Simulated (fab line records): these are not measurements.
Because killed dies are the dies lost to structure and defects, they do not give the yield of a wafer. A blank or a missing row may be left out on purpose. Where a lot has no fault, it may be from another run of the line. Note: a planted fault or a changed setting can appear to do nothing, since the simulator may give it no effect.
Which tool did it? :: flow nand harc :: Sampling: 24 lots, 72 wafers, 3 of 1302 route steps

## WHAT THE GAUGES SHOWED, per wafer
NHARC_A_SIN_REMOVE_INSPECT_04.
lot: L074
measured: day 21 00:01
on: defect inspect-01
raw defect count: 364 270 380

lot: L075
measured: day 20 23:59
on: defect inspect-02
raw defect count: 376 367 409

lot: L076
measured: day 21 03:53
on: defect inspect-02
raw defect count: 409 397 437

lot: L077
measured: day 21 23:49
on: defect inspect-01
raw defect count: 324 328 344

lot: L079
measured: day 22 03:43
on: defect inspect-02
raw defect count: 369 380 371

lot: L078
measured: day 22 09:06
on: defect inspect-01
raw defect count: 281 359 370

lot: L080
measured: day 23 15:11
on: defect inspect-02
raw defect count: 277 350 343

lot: L081
measured: day 23 15:11
on: defect inspect-01
raw defect count: 384 467 458

lot: L082
measured: day 23 18:53
on: defect inspect-02
raw defect count: 473 462 459

lot: L083
measured: day 24 07:14
on: defect inspect-02
raw defect count: 318 372 356

lot: L086
measured: day 25 09:05
on: defect inspect-01
raw defect count: 361 369 369

lot: L085
measured: day 25 13:22
on: defect inspect-02
raw defect count: 638 359 443

lot: L087
measured: day 25 16:55
on: defect inspect-01
raw defect count: 232 228 371

lot: L084
measured: day 25 21:12
on: defect inspect-01
raw defect count: 383 419 315

lot: L089
measured: day 26 10:44
on: defect inspect-01
raw defect count: 295 222 281

lot: L091
measured: day 26 10:44
on: defect inspect-02
raw defect count: 408 394 382

lot: L088
measured: day 26 14:35
on: defect inspect-01
raw defect count: 294 412 256

lot: L090
measured: day 27 00:43
on: defect inspect-02
raw defect count: 470 378 356

lot: L092
measured: day 27 20:05
on: defect inspect-01
raw defect count: 587 418 345

lot: L093
measured: day 27 22:16
on: defect inspect-01
raw defect count: 353 412 340

lot: L094
measured: day 29 01:59
on: defect inspect-02
raw defect count: 418 358 424

lot: L096
measured: day 29 21:26
on: defect inspect-02
raw defect count: 317 299 295

lot: L095
measured: day 29 21:26
on: defect inspect-01
raw defect count: 537 417 348

lot: L097
measured: day 30 01:01
on: defect inspect-02
raw defect count: 294 238 278

## WHICH TOOL RAN EACH LOT (tool, then ch and the chambers of the sampled wafers, then the start)
lot: L074
NHARC_A_SLIT_DEP_23: pecvd-01 ch 1,2, day 20 10:14
NHARC_A_SLIT_ETCH_17: har etch-01 ch 0,1, day 20 12:14

lot: L075
NHARC_A_SLIT_DEP_23: pecvd-02 ch 0,1,2, day 20 10:43
NHARC_A_SLIT_ETCH_17: har etch-02 ch 0,1, day 20 14:35

lot: L076
NHARC_A_SLIT_DEP_23: pecvd-02 ch 0,1,2, day 20 12:01
NHARC_A_SLIT_ETCH_17: har etch-01 ch 0,1, day 20 17:19

lot: L077
NHARC_A_SLIT_DEP_23: pecvd-01 ch 0,2, day 21 10:05
NHARC_A_SLIT_ETCH_17: har etch-01 ch 0,1, day 21 12:47

lot: L079
NHARC_A_SLIT_DEP_23: pecvd-03 ch 0,1,2, day 21 13:17
NHARC_A_SLIT_ETCH_17: har etch-01 ch 0,1, day 21 15:58

lot: L078
NHARC_A_SLIT_DEP_23: pecvd-02 ch 0,1,2, day 21 19:23
NHARC_A_SLIT_ETCH_17: har etch-02 ch 0,1, day 21 23:16

lot: L080
NHARC_A_SLIT_DEP_23: pecvd-01 ch 0,1,2, day 23 01:25
NHARC_A_SLIT_ETCH_17: har etch-02 ch 0,1, day 23 05:15

lot: L081
NHARC_A_SLIT_DEP_23: pecvd-02 ch 0,2, day 23 01:47
NHARC_A_SLIT_ETCH_17: har etch-01 ch 0,1, day 23 04:10

lot: L082
NHARC_A_SLIT_DEP_23: pecvd-01 ch 0,2, day 23 03:38
NHARC_A_SLIT_ETCH_17: har etch-02 ch 0,1, day 23 07:50

lot: L083
NHARC_A_SLIT_DEP_23: pecvd-02 ch 0,2, day 23 17:19
NHARC_A_SLIT_ETCH_17: har etch-02 ch 0,1, day 23 20:40

lot: L086
NHARC_A_SLIT_DEP_23: pecvd-01 ch 0,1, day 24 18:57
NHARC_A_SLIT_ETCH_17: har etch-01 ch 0,1, day 24 21:21

lot: L085
NHARC_A_SLIT_DEP_23: pecvd-02 ch 0,2, day 24 23:37
NHARC_A_SLIT_ETCH_17: har etch-01 ch 0,1, day 25 02:54

lot: L087
NHARC_A_SLIT_DEP_23: pecvd-02 ch 0,1,2, day 24 23:46
NHARC_A_SLIT_ETCH_17: har etch-02 ch 0,1, day 25 05:13

lot: L084
NHARC_A_SLIT_DEP_23: pecvd-03 ch 0,2, day 25 06:28
NHARC_A_SLIT_ETCH_17: har etch-01 ch 0, day 25 10:14

lot: L089
NHARC_A_SLIT_DEP_23: pecvd-01 ch 0,1,2, day 25 21:00
NHARC_A_SLIT_ETCH_17: har etch-02 ch 0,1, day 25 23:06

lot: L091
NHARC_A_SLIT_DEP_23: pecvd-01 ch 0,1, day 25 21:09
NHARC_A_SLIT_ETCH_17: har etch-01 ch 0,1, day 25 23:16

lot: L088
NHARC_A_SLIT_DEP_23: pecvd-01 ch 1,2, day 25 22:19
NHARC_A_SLIT_ETCH_17: har etch-02 ch 0,1, day 26 02:55

lot: L090
NHARC_A_SLIT_DEP_23: pecvd-03 ch 0,1, day 26 10:25
NHARC_A_SLIT_ETCH_17: har etch-02 ch 0,1, day 26 14:16

lot: L092
NHARC_A_SLIT_DEP_23: pecvd-01 ch 0,1,2, day 27 06:23
NHARC_A_SLIT_ETCH_17: har etch-02 ch 0,1, day 27 08:23

lot: L093
NHARC_A_SLIT_DEP_23: pecvd-02 ch 0,1,2, day 27 07:47
NHARC_A_SLIT_ETCH_17: har etch-01 ch 0,1, day 27 11:46

lot: L094
NHARC_A_SLIT_DEP_23: pecvd-01 ch 0,1,2, day 28 12:10
NHARC_A_SLIT_ETCH_17: har etch-01 ch 0,1, day 28 15:29

lot: L096
NHARC_A_SLIT_DEP_23: pecvd-03 ch 1,2, day 29 07:37
NHARC_A_SLIT_ETCH_17: har etch-02 ch 0,1, day 29 09:38

lot: L095
NHARC_A_SLIT_DEP_23: pecvd-02 ch 0,1, day 29 07:48
NHARC_A_SLIT_ETCH_17: har etch-01 ch 0,1, day 29 09:56

lot: L097
NHARC_A_SLIT_DEP_23: pecvd-03 ch 0,1,2, day 29 08:23
NHARC_A_SLIT_ETCH_17: har etch-02 ch 0,1, day 29 14:38
- NHARC_A_SLIT_DEP_23: deposits SiON, target thk 100 nm.
- NHARC_A_SLIT_ETCH_17: etches the open film in C4F8/O2/Ar, time 4254.5 s, target depth 20300 nm.

## WHAT THE TOOLS THEMSELVES READ (means of the sampled wafers that have a number; where no wafer has one, the mark that the record gives instead)
NHARC_A_SLIT_DEP_23.
lot: L074
tool: pecvd-01
chamber pressure Torr (Torr): 3.499
heater power outer w (W): 457
heater power w (W): 714
susceptor temp C (C): 400.14

lot: L075
tool: pecvd-02
chamber pressure Torr (Torr): 3.493
heater power outer w (W): 458
heater power w (W): 733
susceptor temp C (C): 400.05

lot: L076
tool: pecvd-02
chamber pressure Torr (Torr): 3.498
heater power outer w (W): 467
heater power w (W): 742
susceptor temp C (C): 400.09

lot: L077
tool: pecvd-01
chamber pressure Torr (Torr): 3.511
heater power outer w (W): 377
heater power w (W): 655
susceptor temp C (C): 399.84

lot: L079
tool: pecvd-03
chamber pressure Torr (Torr): 3.502
heater power outer w (W): 375
heater power w (W): 654
susceptor temp C (C): 400.14

lot: L078
tool: pecvd-02
chamber pressure Torr (Torr): 3.510
heater power outer w (W): 476
heater power w (W): 745
susceptor temp C (C): 399.52

lot: L080
tool: pecvd-01
chamber pressure Torr (Torr): 3.499
heater power outer w (W): 444
heater power w (W): 702
susceptor temp C (C): 400.04

lot: L081
tool: pecvd-02
chamber pressure Torr (Torr): 3.493
heater power outer w (W): 474
heater power w (W): 755
susceptor temp C (C): 399.80

lot: L082
tool: pecvd-01
chamber pressure Torr (Torr): 3.499
heater power outer w (W): 385
heater power w (W): 659
susceptor temp C (C): 400.23

lot: L083
tool: pecvd-02
chamber pressure Torr (Torr): 3.501
heater power outer w (W): 474
heater power w (W): 768
susceptor temp C (C): 400.08

lot: L086
tool: pecvd-01
chamber pressure Torr (Torr): 3.502
heater power outer w (W): 452
heater power w (W): 704
susceptor temp C (C): 399.98

lot: L085
tool: pecvd-02
chamber pressure Torr (Torr): 3.492
heater power outer w (W): 453
heater power w (W): 728
susceptor temp C (C): 399.70

lot: L087
tool: pecvd-02
chamber pressure Torr (Torr): 3.497
heater power outer w (W): 471
heater power w (W): 754
susceptor temp C (C): 400.09

lot: L084
tool: pecvd-03
chamber pressure Torr (Torr): 3.500
heater power outer w (W): 387
heater power w (W): 673
susceptor temp C (C): 399.95

lot: L089
tool: pecvd-01
chamber pressure Torr (Torr): 3.499
heater power outer w (W): 450
heater power w (W): 717
susceptor temp C (C): 400.00

lot: L091
tool: pecvd-01
chamber pressure Torr (Torr): 3.494
heater power outer w (W): 457
heater power w (W): 713
susceptor temp C (C): 399.77

lot: L088
tool: pecvd-01
chamber pressure Torr (Torr): 3.494
heater power outer w (W): 417
heater power w (W): 670
susceptor temp C (C): 400.06

lot: L090
tool: pecvd-03
chamber pressure Torr (Torr): 3.498
heater power outer w (W): 421
heater power w (W): 716
susceptor temp C (C): 400.03

lot: L092
tool: pecvd-01
chamber pressure Torr (Torr): 3.505
heater power outer w (W): 440
heater power w (W): 704
susceptor temp C (C): 400.06

lot: L093
tool: pecvd-02
chamber pressure Torr (Torr): 3.505
heater power outer w (W): 473
heater power w (W): 745
susceptor temp C (C): 399.92

lot: L094
tool: pecvd-01
chamber pressure Torr (Torr): 3.490
heater power outer w (W): 397
heater power w (W): 652
susceptor temp C (C): 399.87

lot: L096
tool: pecvd-03
chamber pressure Torr (Torr): 3.501
heater power outer w (W): 363
heater power w (W): 660
susceptor temp C (C): 399.74

lot: L095
tool: pecvd-02
chamber pressure Torr (Torr): 3.503
heater power outer w (W): 485
heater power w (W): 764
susceptor temp C (C): 399.89

lot: L097
tool: pecvd-03
chamber pressure Torr (Torr): 3.502
heater power outer w (W): 398
heater power w (W): 695
susceptor temp C (C): 400.02

NHARC_A_SLIT_ETCH_17.
lot: L074
tool: har etch-01
drypump motor current A (A): 5.5
showerhead plenum p Torr (Torr): 3.62
throttle valve pct (%): 32.046

lot: L075
tool: har etch-02
drypump motor current A (A): 5.7
showerhead plenum p Torr (Torr): 3.69
throttle valve pct (%): 32.042

lot: L076
tool: har etch-01
drypump motor current A (A): 5.5
showerhead plenum p Torr (Torr): 3.62
throttle valve pct (%): 32.048

lot: L077
tool: har etch-01
drypump motor current A (A): 5.3
showerhead plenum p Torr (Torr): 3.59
throttle valve pct (%): 32.047

lot: L079
tool: har etch-01
drypump motor current A (A): 5.3
showerhead plenum p Torr (Torr): 3.59
throttle valve pct (%): 32.045

lot: L078
tool: har etch-02
drypump motor current A (A): 6.0
showerhead plenum p Torr (Torr): 3.67
throttle valve pct (%): 32.043

lot: L080
tool: har etch-02
drypump motor current A (A): 5.7
showerhead plenum p Torr (Torr): 3.67
throttle valve pct (%): 32.046

lot: L081
tool: har etch-01
drypump motor current A (A): 5.5
showerhead plenum p Torr (Torr): 3.60
throttle valve pct (%): 32.049

lot: L082
tool: har etch-02
drypump motor current A (A): 5.7
showerhead plenum p Torr (Torr): 3.66
throttle valve pct (%): 32.039

lot: L083
tool: har etch-02
drypump motor current A (A): 5.7
showerhead plenum p Torr (Torr): 3.66
throttle valve pct (%): 32.038

lot: L086
tool: har etch-01
drypump motor current A (A): 5.3
showerhead plenum p Torr (Torr): 3.57
throttle valve pct (%): 32.052

lot: L085
tool: har etch-01
drypump motor current A (A): 5.5
showerhead plenum p Torr (Torr): 3.59
throttle valve pct (%): 32.037

lot: L087
tool: har etch-02
drypump motor current A (A): 6.0
showerhead plenum p Torr (Torr): 3.65
throttle valve pct (%): 32.047

lot: L084
tool: har etch-01
drypump motor current A (A): 5.7
showerhead plenum p Torr (Torr): 3.61
throttle valve pct (%): 32.041

lot: L089
tool: har etch-02
drypump motor current A (A): 6.1
showerhead plenum p Torr (Torr): 3.64
throttle valve pct (%): 32.038

lot: L091
tool: har etch-01
drypump motor current A (A): 5.5
showerhead plenum p Torr (Torr): 3.58
throttle valve pct (%): 32.046

lot: L088
tool: har etch-02
drypump motor current A (A): 5.7
showerhead plenum p Torr (Torr): 3.64
throttle valve pct (%): 32.047

lot: L090
tool: har etch-02
drypump motor current A (A): 5.7
showerhead plenum p Torr (Torr): 3.64
throttle valve pct (%): 32.045

lot: L092
tool: har etch-02
drypump motor current A (A): 5.7
showerhead plenum p Torr (Torr): 3.63
throttle valve pct (%): 32.047

lot: L093
tool: har etch-01
drypump motor current A (A): 5.5
showerhead plenum p Torr (Torr): 3.57
throttle valve pct (%): 32.043

lot: L094
tool: har etch-01
drypump motor current A (A): 5.3
showerhead plenum p Torr (Torr): 3.54
throttle valve pct (%): 32.039

lot: L096
tool: har etch-02
drypump motor current A (A): 6.0
showerhead plenum p Torr (Torr): 3.62
throttle valve pct (%): 32.045

lot: L095
tool: har etch-01
drypump motor current A (A): 5.3
showerhead plenum p Torr (Torr): 3.53
throttle valve pct (%): 32.039

lot: L097
tool: har etch-02
drypump motor current A (A): 5.8
showerhead plenum p Torr (Torr): 3.62
throttle valve pct (%): 32.045

## THE ANSWER, worked out from the rows above alone
Rule: what is usual is taken from the lots themselves. Put in order of their means at a reading, lots are off if they are a third of the lots or fewer, leave a main group of 4 or more, and stand apart from it by a gap of 3 or more times the standard deviation of the main group's means; of several such gaps the widest counts. The tables above print the reading to a certain number of digits; a main group whose means all agree to those digits is not used. A lot without any number at a reading at which 4 lots or more have one is off too. Where the step has rows for the other lots, those lots are counted as sound. First the gauges in route order, then the tools' own readings, where a lot's mean is used as printed above. The first step at which some lot is off is used, and at that step the reading that is off furthest; a lot without a number counts as furthest.
Nothing can be told from this: no lot is off at any reading shown.

## WHAT THE SIMULATOR HAD PUT IN
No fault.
